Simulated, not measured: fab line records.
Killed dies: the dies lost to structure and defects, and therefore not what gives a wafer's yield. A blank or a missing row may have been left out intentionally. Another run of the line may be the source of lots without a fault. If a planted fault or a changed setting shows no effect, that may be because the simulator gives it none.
fab line records | flow n5-finfet
record lots=24 wafers=72 last-day=18
route steps=1938 shown BEOL_M4@1084 BEOL_M5@1126
lots that met no fault: taken from a fault-free run of the same line
start-h: hours from the record's first day to the start of the lot's first wafer shown | wait-h: hours elapsed since this lot's preceding step | " repeats the value in the row above | L1.1+2: several wafers, shown together as one row | - no value, or no start was given | * or withheld: withheld | < > ~ a bound
route shown NAME@n: a module of which the file shows steps, and the number in the route of the first | usual: mean/standard deviation taken from wafers without a fault | same: alike in all rows | chamber/n: place in a boat | sites: each site's reading | _std_site: how widely they spread, as a standard deviation | _edge_site: outer sites' mean less inner sites' | radius-mm: for every site, how far away it sits from the centre of the wafer | mask NAME#n: copy n | behind: the most recent tool/chamber to have shaped the wafer | hold: reason for holding the lot/hours on hold/outcome of the hold | device: transistor that didn't switch, given as n, p or np | end of line: tests of these same wafers at the route's end | a step without rows: its recipe alone | killed: at the first sort, the dies lost to defects and structure; wafer yield is something else | map: shows each die of a wafer: x if killed, . if not, _ if none is there
set.NAME: the setting the step ran with; set.NAME@STEP: the setting that earlier step ran with | model.NAME: the simulator's own value behind a step, which no gauge read
steps of the route over a sample of lots; a table a step, a row a wafer
services: from which hour (start-h, from the record's first day; less than 0 if before it) a tool's chamber was out of use, for how many hours, and why
## steps
# step N5_BEOL_M4_SPUTTER_48
# recipe material=Cu target-thk-a=45 temp-c=-20 chamber-pressure-pa=0.07 power-w=withheld time-s=8.29
# usual chuck-gas-flow-sccm=1.27/0.054 substrate-temp-c=-20.00/0.094 throttle-valve-pct=30.0/1.2
# columns lot.wafer tool chamber start-h wait-h chuck-gas-flow-sccm substrate-temp-c throttle-valve-pct
L075.3 pvd-sputter-02 - 160.15 0.1 1.28 -20.00 30.6
L075.4 " - " " 1.19 -19.73 29.4
L075.6 " - " " 1.32 -20.15 30.6
L074.2 pvd-sputter-01 - 175.14 0.1 1.26 -20.08 29.5
L074.5 " - " " 1.24 -20.06 29.7
L074.6 " - " " 1.20 -20.07 29.2
L076.1 pvd-sputter-02 - 175.51 0.3 1.29 -19.94 29.9
L076.3 " - " " 1.31 -20.13 30.5
L076.5 " - " " 1.25 -20.08 28.0
L077.1 pvd-sputter-03 - 178.38 0.1 1.41 -20.02 28.4
L077.2 " - " " 1.38 -20.04 31.0
L077.3 " - " " 1.35 -19.93 30.6
L078.1 pvd-sputter-02 - 192.40 0.2 1.27 -19.98 29.8
L078.5 " - " " 1.30 -19.92 29.7
L078.6 " - " " 1.25 -19.97 29.4
L079.3 pvd-sputter-01 - 192.94 0.2 1.21 -19.97 29.4
L079.5 " - " " 1.27 -20.03 29.6
L079.6 " - " " 1.27 -20.03 30.6
L080.3 pvd-sputter-03 - 200.91 0.1 1.21 -19.96 29.9
L080.4 " - " " 1.36 -19.98 28.0
L080.6 " - " " 1.23 -20.12 28.4
L082.2 pvd-sputter-03 - 207.24 0.1 1.31 -19.89 29.7
L082.3 " - " " 1.19 -20.05 30.7
L082.6 " - " " 1.28 -20.03 30.7
L081.3 pvd-sputter-02 - 207.38 0.1 1.31 -20.03 27.9
L081.4 " - " " 1.32 -19.91 29.8
L081.5 " - " " 1.21 -20.28 30.3
L083.2 pvd-sputter-01 - 208.67 1.0 1.17 -20.11 29.6
L083.5 " - " " 1.24 -20.09 29.4
L083.6 " - " " 1.22 -19.93 29.3
L084.1 pvd-sputter-01 - 223.39 0.1 1.26 -20.04 30.7
L084.3 " - " " 1.27 -20.00 29.2
L084.5 " - " " 1.27 -19.95 30.6
L085.1 pvd-sputter-01 - 230.16 0.1 1.22 -19.92 32.4
L085.3 " - " " 1.23 -20.05 29.4
L085.4 " - " " 1.26 -19.85 30.5
L086.2 pvd-sputter-03 - 239.23 0.1 1.22 -19.92 28.2
L086.4 " - " " 1.39 -20.06 31.0
L086.5 " - " " 1.26 -20.06 29.8
L087.1 pvd-sputter-01 - 257.92 1.4 1.28 -20.06 29.4
L087.4 " - " " 1.19 -19.97 30.6
L087.5 " - " " 1.28 -20.09 29.3
L088.2 pvd-sputter-03 - 260.79 0.2 1.25 -19.79 29.9
L088.5 " - " " 1.19 -20.01 29.8
L088.6 " - " " 1.27 -19.92 30.5
L089.1 pvd-sputter-03 - 262.75 0.5 1.28 -19.98 28.2
L089.4 " - " " 1.32 -19.92 30.8
L089.6 " - " " 1.27 -20.05 28.0
L091.2 pvd-sputter-03 - 265.15 0.1 1.26 -19.77 28.5
L091.5 " - " " 1.24 -19.89 28.4
L091.6 " - " " 1.35 -20.08 31.3
L090.2 pvd-sputter-02 - 265.52 0.1 1.28 -19.95 30.6
L090.4 " - " " 1.30 -19.91 28.1
L090.5 " - " " 1.35 -20.08 30.6
L093.1 pvd-sputter-01 - 283.78 0.9 1.29 -20.02 32.6
L093.2 " - " " 1.27 -19.96 29.3
L093.6 " - " " 1.26 -19.99 32.5
L092.4 pvd-sputter-02 - 286.29 0.0 1.20 -20.11 28.0
L092.5 " - " " 1.28 -20.11 30.4
L092.6 " - " " 1.30 -19.97 29.4
L094.1 pvd-sputter-03 - 286.67 0.3 1.27 -19.94 29.9
L094.4 " - " " 1.33 -20.11 28.1
L094.5 " - " " 1.33 -19.92 29.9
L095.1 pvd-sputter-02 - 292.32 0.1 1.19 -20.13 29.6
L095.3 " - " " 1.30 -19.98 28.2
L095.4 " - " " 1.19 -19.99 29.8
L096.3 pvd-sputter-01 - 300.69 0.2 1.24 -20.13 29.8
L096.4 " - " " 1.26 -19.95 30.9
L096.6 " - " " 1.27 -20.02 29.3
L097.2 pvd-sputter-02 - 305.69 1.5 1.26 -20.08 28.1
L097.3 " - " " 1.21 -20.04 29.8
L097.5 " - " " 1.32 -19.79 30.0
# step N5_BEOL_M4_SPUTTER_86
# recipe material=Cu target-thk-a=45 temp-c=-20 chamber-pressure-pa=0.07 power-w=withheld time-s=8.29
# usual chuck-gas-flow-sccm=1.27/0.048 substrate-temp-c=-20.00/0.1 throttle-valve-pct=30.0/1.2
# columns lot.wafer tool chamber start-h wait-h chuck-gas-flow-sccm substrate-temp-c throttle-valve-pct
L075.3 pvd-sputter-02 - 160.81 0.1 1.27 -19.99 30.6
L075.4 " - " " 1.22 -20.09 29.3
L075.6 " - " " 1.31 -20.07 30.7
L074.2 pvd-sputter-01 - 175.80 0.1 1.31 -19.95 29.6
L074.5 " - " " 1.27 -19.91 29.7
L074.6 " - " " 1.22 -19.91 29.2
L076.1 pvd-sputter-02 - 176.17 0.1 1.27 -19.84 29.9
L076.3 " - " " 1.25 -20.05 30.3
L076.5 " - " " 1.21 -19.99 28.2
L077.1 pvd-sputter-03 - 179.04 0.1 1.32 -20.27 28.0
L077.2 " - " " 1.35 -20.08 30.9
L077.3 " - " " 1.19 -20.00 30.6
L078.1 pvd-sputter-02 - 193.06 0.1 1.27 -20.08 29.9
L078.5 " - " " 1.36 -20.17 29.9
L078.6 " - " " 1.32 -20.02 29.5
L079.3 pvd-sputter-01 - 193.60 0.1 1.30 -19.77 29.5
L079.5 " - " " 1.25 -20.01 29.6
L079.6 " - " " 1.23 -20.03 30.6
L080.3 pvd-sputter-03 - 201.57 0.1 1.25 -20.15 29.8
L080.4 " - " " 1.29 -19.92 28.1
L080.6 " - " " 1.24 -19.94 28.1
L082.2 pvd-sputter-03 - 207.90 0.1 1.26 -20.00 29.9
L082.3 " - " " 1.29 -20.01 31.0
L082.6 " - " " 1.27 -19.86 30.8
L081.3 pvd-sputter-02 - 208.04 0.1 1.32 -20.05 28.0
L081.4 " - " " 1.21 -19.89 29.4
L081.5 " - " " 1.31 -20.03 30.6
L083.2 pvd-sputter-01 - 209.33 0.1 1.24 -20.02 29.5
L083.5 " - " " 1.32 -20.00 29.7
L083.6 " - " " 1.29 -19.94 29.2
L084.1 pvd-sputter-01 - 224.05 0.1 1.26 -19.99 30.8
L084.3 " - " " 1.30 -20.06 29.6
L084.5 " - " " 1.26 -20.10 30.7
L085.1 pvd-sputter-01 - 230.82 0.1 1.27 -19.96 32.6
L085.3 " - " " 1.21 -19.98 29.6
L085.4 " - " " 1.28 -20.02 30.6
L086.2 pvd-sputter-03 - 239.89 0.1 1.31 -19.94 28.6
L086.4 " - " " 1.31 -20.07 31.3
L086.5 " - " " 1.20 -20.01 30.0
L087.1 pvd-sputter-01 - 258.58 0.1 1.31 -20.05 29.5
L087.4 " - " " 1.23 -19.86 30.8
L087.5 " - " " 1.28 -20.19 29.1
L088.2 pvd-sputter-03 - 261.45 0.1 1.29 -20.10 29.8
L088.5 " - " " 1.37 -20.08 29.7
L088.6 " - " " 1.33 -20.07 30.7
L089.1 pvd-sputter-03 - 263.41 0.1 1.27 -20.00 28.1
L089.4 " - " " 1.26 -19.99 30.7
L089.6 " - " " 1.26 -20.00 28.3
L090.2 pvd-sputter-02 - 266.18 0.1 1.38 -19.88 30.4
L090.4 " - " " 1.26 -19.85 28.2
L090.5 " - " " 1.29 -20.04 30.8
L091.2 pvd-sputter-03 - 266.93 0.1 1.25 -19.97 28.1
L091.5 " - " " 1.25 -20.00 28.1
L091.6 " - " " 1.29 -20.02 31.6
L093.1 pvd-sputter-01 - 284.44 0.1 1.24 -19.92 32.7
L093.2 " - " " 1.28 -19.80 29.2
L093.6 " - " " 1.24 -20.15 32.5
L092.4 pvd-sputter-02 - 286.95 0.1 1.25 -20.05 28.1
L092.5 " - " " 1.24 -19.99 30.4
L092.6 " - " " 1.25 -19.98 29.2
L094.1 pvd-sputter-03 - 287.33 0.1 1.26 -19.97 30.0
L094.4 " - " " 1.31 -20.15 28.2
L094.5 " - " " 1.22 -20.12 29.9
L095.1 pvd-sputter-02 - 292.98 0.1 1.39 -19.91 29.6
L095.3 " - " " 1.28 -19.87 28.3
L095.4 " - " " 1.27 -20.07 29.7
L096.3 pvd-sputter-01 - 301.35 0.1 1.35 -20.08 29.5
L096.4 " - " " 1.26 -19.88 30.7
L096.6 " - " " 1.30 -19.91 29.3
L097.2 pvd-sputter-02 - 306.35 0.1 1.26 -19.97 28.2
L097.3 " - " " 1.30 -20.14 30.1
L097.5 " - " " 1.27 -20.32 30.1
# step N5_BEOL_M5_CD_MEAS_11
# recipe target-cd-nm=27.74 landing-energy-ev=500 detector=se-inlens
# usual cd-nm=28.08/0.27
# columns lot.wafer tool chamber start-h wait-h cd-nm
L075.3 cd-sem-01 0 165.78 - 27.96
L075.4 " 0 " " 28.36
L075.6 " 0 " " 28.13
L074.2 cd-sem-03 0 182.45 - 28.46
L074.5 " 0 " " 28.14
L074.6 " 0 " " 28.60
L076.1 cd-sem-03 0 182.73 - 28.48
L076.3 " 0 " " 28.08
L076.5 " 0 " " 28.05
L077.1 cd-sem-02 0 184.21 - 27.98
L077.2 " 0 " " 27.90
L077.3 " 0 " " 27.75
L078.1 cd-sem-01 0 198.50 - 27.86
L078.5 " 0 " " 28.07
L078.6 " 0 " " 28.04
L079.3 cd-sem-03 0 198.79 - 28.00
L079.5 " 0 " " 28.30
L079.6 " 0 " " 28.06
L080.3 cd-sem-03 0 206.58 - 28.35
L080.4 " 0 " " 28.22
L080.6 " 0 " " 28.05
L082.2 cd-sem-01 0 213.31 - 28.28
L082.3 " 0 " " 28.08
L082.6 " 0 " " 28.06
L081.3 cd-sem-03 0 213.41 - 28.12
L081.4 " 0 " " 28.07
L081.5 " 0 " " 28.30
L083.2 cd-sem-01 0 218.40 - 27.94
L083.5 " 0 " " 27.75
L083.6 " 0 " " 28.37
L084.1 cd-sem-02 0 229.16 - 28.26
L084.3 " 0 " " 28.03
L084.5 " 0 " " 27.95
L085.1 cd-sem-01 0 236.06 - 28.03
L085.3 " 0 " " 28.25
L085.4 " 0 " " 28.34
L086.2 cd-sem-03 0 244.61 - 28.06
L086.4 " 0 " " 27.82
L086.5 " 0 " " 27.62
L087.1 cd-sem-03 0 264.85 - 27.86
L087.4 " 0 " " 27.49
L087.5 " 0 " " 27.82
L088.2 cd-sem-03 0 268.52 - 28.27
L088.5 " 0 " " 28.14
L088.6 " 0 " " 28.64
L089.1 cd-sem-02 0 268.58 - 27.82
L089.4 " 0 " " 28.19
L089.6 " 0 " " 28.54
L090.2 cd-sem-02 0 272.88 - 28.16
L090.4 " 0 " " 28.36
L090.5 " 0 " " 28.01
L091.2 cd-sem-01 0 273.24 - 28.03
L091.5 " 0 " " 27.99
L091.6 " 0 " " 28.20
L093.1 cd-sem-01 0 289.00 - 28.50
L093.2 " 0 " " 28.19
L093.6 " 0 " " 28.29
L092.4 cd-sem-02 0 291.83 - 28.07
L092.5 " 0 " " 28.15
L092.6 " 0 " " 28.01
L094.1 cd-sem-02 0 292.05 - 27.86
L094.4 " 0 " " 28.08
L094.5 " 0 " " 27.73
L095.1 cd-sem-03 0 298.50 - 27.57
L095.3 " 0 " " 27.70
L095.4 " 0 " " 27.98
L096.3 cd-sem-02 0 308.15 - 28.07
L096.4 " 0 " " 28.38
L096.6 " 0 " " 28.14
L097.2 cd-sem-01 0 311.55 - 28.01
L097.3 " 0 " " 27.52
L097.5 " 0 " " 27.76
# step N5_BEOL_M5_DESCUM_16
# recipe chemistry=O2 time-s=7 source-power-w=50 bias-power-w=20 pressure-mtorr=20 rf-frequency-hz=2.712e+07 temp-c=40 resist=CAR-EUV o2-flow-sccm=225
# usual drypump-motor-current-A=5.6/0.44 o2-flow-sccm=225.0/0.71 oes-product-au=0.81/0.11 rf-vpp-V=242.8/1.2 showerhead-plenum-p-Torr=2.07/0.062 throttle-valve-pct=20.23/0.24
# columns lot.wafer tool chamber start-h wait-h drypump-motor-current-A o2-flow-sccm oes-product-au rf-hours-counter-h rf-vpp-V showerhead-plenum-p-Torr throttle-valve-pct
L075.3 rie-diel-01 3 165.90 0.0 5.6 224.2 0.76 147 244.5 2.17 20.16
L075.4 " 1 " " 5.8 225.7 0.85 72 242.9 2.03 20.08
L075.6 " 1 " " 5.8 225.2 0.86 - 242.7 2.03 20.09
L074.2 rie-diel-03 2 182.57 0.0 5.0 225.5 0.96 5 242.7 2.12 19.93
L074.5 " 1 " " 6.3 225.9 0.67 - 242.8 2.15 20.78
L074.6 " 0 " " 6.0 224.3 0.67 - 242.9 2.04 20.08
L076.1 rie-diel-03 1 182.85 0.0 6.3 224.2 0.68 242 243.6 2.15 20.78
L076.3 " 2 " " 5.0 223.9 0.96 5 243.8 2.12 19.96
L076.5 " 2 " " 5.0 223.7 0.96 - 243.7 2.12 19.94
L077.1 rie-diel-01 2 184.55 0.2 5.2 224.0 0.77 134 243.5 2.02 20.34
L077.2 " 0 " " 4.9 225.5 0.94 6 244.1 2.06 20.03
L077.3 " 3 " " 5.6 224.1 0.75 152 243.9 2.17 20.19
L078.1 rie-diel-03 2 198.62 0.0 5.0 225.5 0.94 9 243.4 2.12 19.95
L078.5 " 3 " " 5.7 225.3 0.67 - 241.7 2.06 20.56
L078.6 " 0 " " 6.0 225.5 0.68 - 241.9 2.04 20.10
L079.3 rie-diel-03 3 198.91 0.0 5.7 224.1 0.67 242 243.6 2.07 20.55
L079.5 " 1 " " 6.3 225.0 0.68 - 245.0 2.15 20.79
L079.6 " 0 " " 6.0 225.9 0.67 - 242.3 2.04 20.08
L080.3 rie-diel-01 1 206.71 0.0 5.8 224.5 0.84 81 242.9 2.03 20.11
L080.4 " 0 " " 4.9 224.8 0.91 13 242.0 2.06 20.04
L080.6 " 2 " " 5.2 225.1 0.77 - 241.7 2.02 20.36
L082.2 rie-diel-01 1 213.60 0.2 5.8 226.4 0.83 83 242.2 2.03 20.10
L082.3 " 0 " " 5.0 224.6 0.92 15 241.7 2.06 20.05
L082.6 " 0 " " 4.9 225.4 0.91 - 243.1 2.06 20.05
L081.3 rie-diel-04 2 213.66 0.2 6.2 225.3 0.87 56 243.9 2.12 19.93
L081.4 " 0 " " 5.8 225.5 0.68 249 245.3 2.05 20.61
L081.5 " 0 " " 5.8 225.7 0.68 - 242.4 2.05 20.63
L083.2 rie-diel-03 0 218.52 0.0 6.1 225.4 0.67 249 243.1 2.04 20.11
L083.5 " 2 " " 5.0 224.2 0.93 - 244.2 2.12 19.96
L083.6 " 0 " " 6.0 225.7 0.67 - 242.6 2.04 20.10
L084.1 rie-diel-03 3 229.35 0.1 5.7 225.0 0.67 252 243.4 2.06 20.58
L084.3 " 2 " " 5.1 225.7 0.92 19 243.9 2.12 19.97
L084.5 " 2 " " 5.0 225.4 0.92 - 243.7 2.12 19.97
L085.1 rie-diel-01 2 236.19 0.0 5.2 225.0 0.76 150 243.2 2.02 20.35
L085.3 " 1 " " 5.8 225.0 0.83 91 241.6 2.02 20.13
L085.4 " 2 " " 5.2 224.5 0.75 - 242.2 2.02 20.36
L086.2 rie-diel-03 1 244.75 0.1 6.3 224.9 0.95 5 243.9 2.15 20.51
L086.4 " 3 " " 5.7 223.7 0.66 - 242.8 2.06 20.60
L086.5 " 1 " " 6.3 224.3 0.94 - 243.1 2.14 20.53
L087.1 rie-diel-03 0 265.07 0.1 6.1 224.1 1.01 1 242.1 2.03 19.79
L087.4 " 0 " " 6.1 225.4 1.01 - 242.4 2.03 19.78
L087.5 " 2 " " 5.0 225.3 0.88 - 243.5 2.11 20.01
L088.2 rie-diel-01 2 268.75 0.1 5.2 225.7 0.75 162 241.9 2.01 20.40
L088.5 " 3 " " 5.6 225.6 0.73 - 244.3 2.16 20.21
L088.6 " 2 " " 5.2 226.1 0.75 - 241.1 2.01 20.38
L089.1 rie-diel-04 1 268.77 0.1 5.8 223.7 0.73 169 239.9 1.92 20.28
L089.4 " 2 " " 6.2 225.9 0.84 76 243.8 2.12 19.97
L089.6 " 3 " " 5.2 224.0 0.66 - 241.2 1.97 20.29
L090.2 rie-diel-03 0 273.02 0.0 6.0 225.1 0.98 5 243.8 2.03 19.80
L090.4 " 0 " " 6.0 224.4 0.98 - 242.0 2.03 19.79
L090.5 " 1 " " 6.3 224.6 0.90 - 243.1 2.14 20.53
L091.2 rie-diel-01 3 273.42 0.1 5.6 225.8 0.74 184 244.0 2.16 20.21
L091.5 " 1 " " 5.8 225.0 0.82 - 242.5 2.02 20.16
L091.6 " 2 " " 5.2 224.7 0.75 - 241.7 2.01 20.39
L093.1 rie-diel-03 1 289.25 0.2 6.3 224.0 0.89 22 244.1 2.14 20.55
L093.2 " 0 " " 6.0 225.1 0.96 9 244.2 2.03 19.80
L093.6 " 0 " " 6.0 224.7 0.97 - 243.0 2.03 19.81
L092.4 rie-diel-04 2 292.07 0.1 6.2 226.1 0.83 81 242.5 2.11 19.99
L092.5 " 0 " " 5.8 224.4 0.95 - 243.6 2.04 20.28
L092.6 " 1 " " 5.7 224.2 0.74 - 240.3 1.92 20.30
L094.1 rie-diel-03 2 292.17 0.0 5.0 223.6 0.87 46 243.1 2.11 20.01
L094.4 " 0 " " 6.1 224.7 0.96 10 242.4 2.03 19.80
L094.5 " 2 " " 5.0 224.1 0.87 - 242.9 2.11 20.01
L095.1 rie-diel-04 2 298.63 0.0 6.2 225.2 0.83 84 242.6 2.11 20.00
L095.3 " 1 " " 5.7 226.2 0.73 176 240.1 1.92 20.28
L095.4 " 3 " " 5.2 224.6 0.67 240 240.9 1.97 20.30
L096.3 rie-diel-01 0 308.27 0.0 4.9 224.4 0.86 41 243.5 2.05 20.08
L096.4 " 0 " " 4.9 225.4 0.87 - 241.3 2.05 20.09
L096.6 " 2 " " 5.2 224.9 0.74 - 241.8 2.01 20.41
L097.2 rie-diel-01 0 311.67 0.0 5.0 225.7 0.86 43 241.7 2.05 20.10
L097.3 " 3 " " 5.6 225.1 0.72 195 244.0 2.16 20.24
L097.5 " 0 " " 5.0 226.0 0.87 - 242.0 2.05 20.09
# step N5_BEOL_M5_STRIP_19
# recipe chemistry=O2 power-w=400 temp-c=40 pressure-mtorr=30 rf-frequency-hz=6e+07 bias-power-w=0 overash-fraction=0.2 o2-flow-sccm=225
# usual drypump-motor-current-A=5.6/0.45 o2-flow-sccm=225.0/0.71 oes-product-au=0.80/0.1 rf-vpp-V=3.6/0.48 showerhead-plenum-p-Torr=2.07/0.063 throttle-valve-pct=16.49/0.25
# columns lot.wafer tool chamber start-h wait-h drypump-motor-current-A o2-flow-sccm oes-product-au rf-hours-counter-h rf-vpp-V showerhead-plenum-p-Torr throttle-valve-pct
L075.3 rie-diel-03 0 166.25 0.1 6.0 225.3 0.68 235 3.5 2.05 16.43
L075.4 " 1 " " 6.3 224.7 0.68 238 4.4 2.15 17.07
L075.6 " 1 " " 6.3 224.8 0.69 - 3.0 2.15 17.08
L074.2 rie-diel-04 2 183.01 0.2 6.2 225.4 0.88 48 4.4 2.13 16.17
L074.5 " 3 " " 5.2 226.0 0.68 - 3.9 1.99 16.57
L074.6 " 0 " " 5.8 225.4 0.69 - 3.6 2.05 16.93
L076.1 rie-diel-01 2 183.21 0.1 5.2 224.5 0.77 134 3.2 2.03 16.62
L076.3 " 1 " " 5.8 223.7 0.85 76 3.7 2.03 16.37
L076.5 " 1 " " 5.7 224.0 0.85 - 3.2 2.03 16.36
L077.1 rie-diel-03 1 184.90 0.1 6.3 225.0 0.68 242 3.8 2.15 17.09
L077.2 " 3 " " 5.7 224.6 0.68 239 3.6 2.07 16.85
L077.3 " 0 " " 6.0 224.6 0.68 240 3.3 2.04 16.45
L078.1 rie-diel-04 0 199.00 0.1 5.8 225.2 0.68 246 4.2 2.05 16.95
L078.5 " 1 " " 5.7 224.6 0.77 - 2.7 1.93 16.52
L078.6 " 2 " " 6.2 225.4 0.87 - 3.7 2.13 16.17
L079.3 rie-diel-01 0 199.48 0.3 5.0 224.1 0.93 11 3.9 2.07 16.29
L079.5 " 1 " " 5.7 223.8 0.84 - 3.6 2.03 16.36
L079.6 " 2 " " 5.2 225.1 0.76 - 4.0 2.03 16.63
L080.3 rie-diel-04 3 207.06 0.1 5.2 225.6 0.68 211 4.0 1.99 16.57
L080.4 " 2 " " 6.2 224.1 0.86 55 3.2 2.13 16.19
L080.6 " 0 " " 5.8 225.2 0.68 - 3.8 2.05 16.93
L082.2 rie-diel-03 0 213.96 0.1 6.1 224.7 0.67 247 4.0 2.04 16.46
L082.3 " 2 " " 5.0 225.6 0.93 13 3.0 2.12 16.22
L082.6 " 0 " " 6.1 224.9 0.67 - 4.1 2.04 16.44
L081.3 rie-diel-03 2 214.02 0.1 5.1 224.2 0.93 13 3.7 2.12 16.21
L081.4 " 2 " " 5.0 224.5 0.93 - 4.3 2.12 16.22
L081.5 " 0 " " 6.0 224.2 0.68 - 3.2 2.04 16.46
L083.2 rie-diel-03 3 218.97 0.1 5.7 224.9 0.67 248 4.3 2.07 16.87
L083.5 " 0 " " 6.0 224.2 0.67 - 3.1 2.04 16.45
L083.6 " 3 " " 5.7 225.3 0.67 - 4.3 2.07 16.86
L084.1 rie-diel-01 3 229.91 0.3 5.6 224.6 0.74 167 2.8 2.17 16.48
L084.3 " 1 " " 5.8 224.7 0.84 87 3.4 2.03 16.36
L084.5 " 0 " " 4.9 225.0 0.91 - 3.4 2.06 16.32
L085.1 rie-diel-03 3 236.55 0.1 5.7 225.2 0.66 256 4.3 2.06 16.89
L085.3 " 2 " " 5.0 225.3 0.91 23 3.9 2.12 16.23
L085.4 " 2 " " 5.0 226.1 0.91 - 2.9 2.12 16.23
L086.2 rie-diel-04 1 245.15 0.1 5.7 226.3 0.75 160 3.6 1.93 16.52
L086.4 " 3 " " 5.2 224.5 0.68 - 4.2 1.98 16.60
L086.5 " 2 " " 6.2 225.4 0.85 - 3.7 2.12 16.19
L087.1 rie-diel-03 1 265.52 0.2 6.3 227.0 0.92 14 2.5 2.15 16.71
L087.4 " 0 " " 6.0 226.1 1.01 - 4.5 2.04 16.03
L087.5 " 2 " " 5.0 224.1 0.88 - 4.1 2.11 16.25
L088.2 rie-diel-03 1 269.74 0.7 6.3 226.3 0.90 16 4.5 2.14 16.71
L088.5 " 2 " " 5.0 223.7 0.88 - 4.1 2.11 16.24
L088.6 " 1 " " 6.3 225.7 0.91 - 3.7 2.14 16.71
L089.1 rie-diel-04 1 269.76 0.7 5.7 225.0 0.74 169 2.9 1.92 16.55
L089.4 " 0 " " 5.8 224.3 0.97 3 3.4 2.05 16.49
L089.6 " 3 " " 5.1 226.1 0.67 - 4.0 1.98 16.61
L090.2 rie-diel-01 1 273.38 0.1 5.8 225.7 0.81 106 4.2 2.02 16.41
L090.4 " 2 " " 5.2 225.1 0.75 165 2.9 2.02 16.67
L090.5 " 2 " " 5.2 224.7 0.75 - 3.3 2.02 16.69
L091.2 rie-diel-01 0 273.78 0.1 4.9 225.1 0.89 32 3.8 2.06 16.34
L091.5 " 1 " " 5.8 225.5 0.82 - 3.0 2.02 16.40
L091.6 " 0 " " 5.0 225.6 0.88 - 3.8 2.06 16.32
L093.1 rie-diel-01 3 289.61 0.1 5.6 224.7 0.73 188 3.4 2.16 16.54
L093.2 " 0 " " 5.0 226.0 0.87 36 3.7 2.06 16.33
L093.6 " 1 " " 5.7 226.2 0.81 - 3.9 2.02 16.41
L092.4 rie-diel-01 2 292.48 0.1 5.2 225.7 0.74 170 3.3 2.01 16.68
L092.5 " 3 " " 5.6 225.7 0.73 - 3.4 2.16 16.52
L092.6 " 2 " " 5.2 226.2 0.75 - 3.2 2.01 16.70
L094.1 rie-diel-03 2 292.53 0.1 5.0 225.0 0.87 46 3.0 2.11 16.26
L094.4 " 1 " " 6.3 225.8 0.88 24 3.4 2.14 16.72
L094.5 " 0 " " 6.0 225.3 0.96 - 4.2 2.03 16.07
L095.1 rie-diel-03 1 298.99 0.1 6.3 224.6 0.89 25 3.4 2.14 16.71
L095.3 " 3 " " 5.7 224.4 0.95 6 3.4 2.06 16.46
L095.4 " 2 " " 5.0 224.9 0.86 47 4.4 2.11 16.27
L096.3 rie-diel-01 2 308.64 0.1 5.2 225.7 0.74 176 3.8 2.01 16.68
L096.4 " 3 " " 5.6 224.5 0.73 - 3.3 2.16 16.55
L096.6 " 0 " " 4.9 224.8 0.87 - 3.5 2.06 16.36
L097.2 rie-diel-04 1 312.17 0.2 5.7 223.7 0.73 181 4.5 1.92 16.56
L097.3 " 0 " " 5.7 225.6 0.93 14 3.4 2.05 16.50
L097.5 " 0 " " 5.8 225.1 0.92 - 3.3 2.05 16.53
# step N5_BEOL_M5_OCD_MEAS_38
# usual trench-depth-nm=71.7/1.3
# columns lot.wafer tool chamber start-h wait-h trench-depth-nm
L075.3 ocd-01 - 168.15 - 72.0
L075.4 " - " " 72.8
L075.6 " - " " 70.8
L074.2 ocd-01 - 184.58 - 71.0
L074.5 " - " " 70.3
L074.6 " - " " 70.6
L076.1 ocd-01 - 184.86 - 71.8
L076.3 " - " " 70.7
L076.5 " - " " 70.5
L077.1 ocd-02 - 186.09 - 71.8
L077.2 " - " " 70.4
L077.3 " - " " 72.1
L078.1 ocd-01 - 199.93 - 68.8
L078.5 " - " " 70.8
L078.6 " - " " 72.3
L079.3 ocd-01 - 200.43 - 71.2
L079.5 " - " " 72.2
L079.6 " - " " 70.8
L080.3 ocd-01 - 209.20 - 70.3
L080.4 " - " " 71.7
L080.6 " - " " 70.3
L081.3 ocd-01 - 215.11 - 70.8
L081.4 " - " " 70.9
L081.5 " - " " 71.2
L082.2 ocd-02 - 215.28 - 69.7
L082.3 " - " " 72.7
L082.6 " - " " 70.6
L083.2 ocd-01 - 220.38 - 70.6
L083.5 " - " " 71.2
L083.6 " - " " 70.6
L084.1 ocd-01 - 231.34 - 71.4
L084.3 " - " " 70.8
L084.5 " - " " 70.8
L085.1 ocd-02 - 237.71 - 71.1
L085.3 " - " " 71.6
L085.4 " - " " 70.8
L086.2 ocd-02 - 246.08 - 70.5
L086.4 " - " " 71.4
L086.5 " - " " 70.8
L087.1 ocd-01 - 267.53 - 73.3
L087.4 " - " " 73.6
L087.5 " - " " 72.9
L088.2 ocd-01 - 270.67 - 71.8
L088.5 " - " " 71.2
L088.6 " - " " 71.8
L089.1 ocd-02 - 273.41 - 70.7
L089.4 " - " " 71.1
L089.6 " - " " 71.4
L090.2 ocd-02 - 274.43 - 74.0
L090.4 " - " " 71.3
L090.5 " - " " 73.8
L091.2 ocd-02 - 277.42 - 71.8
L091.5 " - " " 72.1
L091.6 " - " " 71.5
L093.1 ocd-01 - 291.31 - 73.2
L093.2 " - " " 74.8
L093.6 " - " " 73.5
L094.1 ocd-02 - 294.31 - 70.1
L094.4 " - " " 70.2
L094.5 " - " " 72.1
L092.4 ocd-01 - 294.62 - 72.9
L092.5 " - " " 73.9
L092.6 " - " " 74.5
L095.1 ocd-01 - 300.10 - 73.7
L095.3 " - " " 72.8
L095.4 " - " " 74.4
L096.3 ocd-02 - 309.91 - 74.3
L096.4 " - " " 71.3
L096.6 " - " " 73.6
L097.2 ocd-02 - 314.93 - 70.6
L097.3 " - " " 69.9
L097.5 " - " " 71.8
## services
# columns tool chamber start-h hours kind
rie-diel-04 1 136.39 8.7 repair
rie-diel-03 2 142.38 - clean
rie-diel-03 2 142.38 - consumable-replace:focus-ring
rie-diel-01 1 186.61 6.5 repair
rie-diel-04 3 198.65 1.7 repair
rie-diel-03 1 213.86 - clean
rie-diel-03 1 213.86 - consumable-replace:focus-ring
rie-diel-03 1 213.86 20.2 scheduled-down
rie-diel-03 1 213.86 20.2 vent-cycle
rie-diel-01 1 218.33 2.2 repair
rie-diel-03 0 234.11 - clean
rie-diel-03 0 234.11 - consumable-replace:focus-ring
rie-diel-03 0 234.11 26.9 scheduled-down
rie-diel-03 0 234.11 26.9 vent-cycle
rie-diel-04 - 237.68 2.8 pm
rie-diel-01 0 254.85 1.3 repair
rie-diel-03 3 261.00 - clean
rie-diel-03 3 261.00 - consumable-replace:focus-ring
rie-diel-03 3 261.00 17.3 scheduled-down
rie-diel-03 3 261.00 17.3 vent-cycle
rie-diel-01 0 269.55 3.6 repair
rie-diel-04 - 288.48 2.1 repair
rie-diel-01 1 305.80 8.6 repair
pvd-sputter-03 - 309.90 0.8 repair
## key
fault none
